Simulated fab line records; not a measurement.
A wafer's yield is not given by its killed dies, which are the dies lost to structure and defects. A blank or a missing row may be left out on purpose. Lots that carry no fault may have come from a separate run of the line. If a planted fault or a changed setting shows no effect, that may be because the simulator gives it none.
Chamber matching ; flow n5 finfet ; 3 sister chambers for N5_BEOL_M6_DEP_56 on pecvd-02
The step deposits SiCN from 3MS/NH3, target thk 10 nm, time 17.5 s. 6 wafers are shown with their chamber, then 7 later ones without.

== WAFERS, EACH WITH ITS CHAMBER ==
wafer;chamber;throttle valve pct (%);showerhead plenum p Torr (Torr)
L204.4;1;9.5;3.660
L204.5;2;8.5;3.667
L208.3;1;9.2;3.667
L208.6;0;10.1;3.682
L213.3;0;10.2;3.680
L213.4;2;8.6;3.671

== WAFERS WITH NO CHAMBER GIVEN ==
wafer;throttle valve pct (%);showerhead plenum p Torr (Torr)
L213.6;9.4;3.667
L215.1;9.7;3.661
L215.2;10.2;3.676
L215.4;9.5;3.662
L219.2;8.4;3.673
L219.4;10.3;3.684
L219.6;9.4;3.664

== EACH ONE'S CHAMBER ==
wafer;from the rows above;in truth
L213.6;1;1
L215.1;1;1
L215.2;0;0
L215.4;1;1
L219.2;2;2
L219.4;0;0
L219.6;1;1
Correctly placed: 7 of 7. Number that these rows cannot place: 0. 0 placed wrongly.
How it was worked out, from the rows above alone: a wafer's distance from a chamber is the root of the sum, over the readings, of the square of ((its reading less the chamber's mean) divided by the reading's scatter). The wafer belongs to the nearest chamber; if the next one is less than 2 further off, it can't be placed. Each chamber's mean is taken over the wafers shown for it. The scatter: the root of (the sum of the squares of (reading less its chamber's mean) over the shown wafers, divided by (wafers less chambers)).
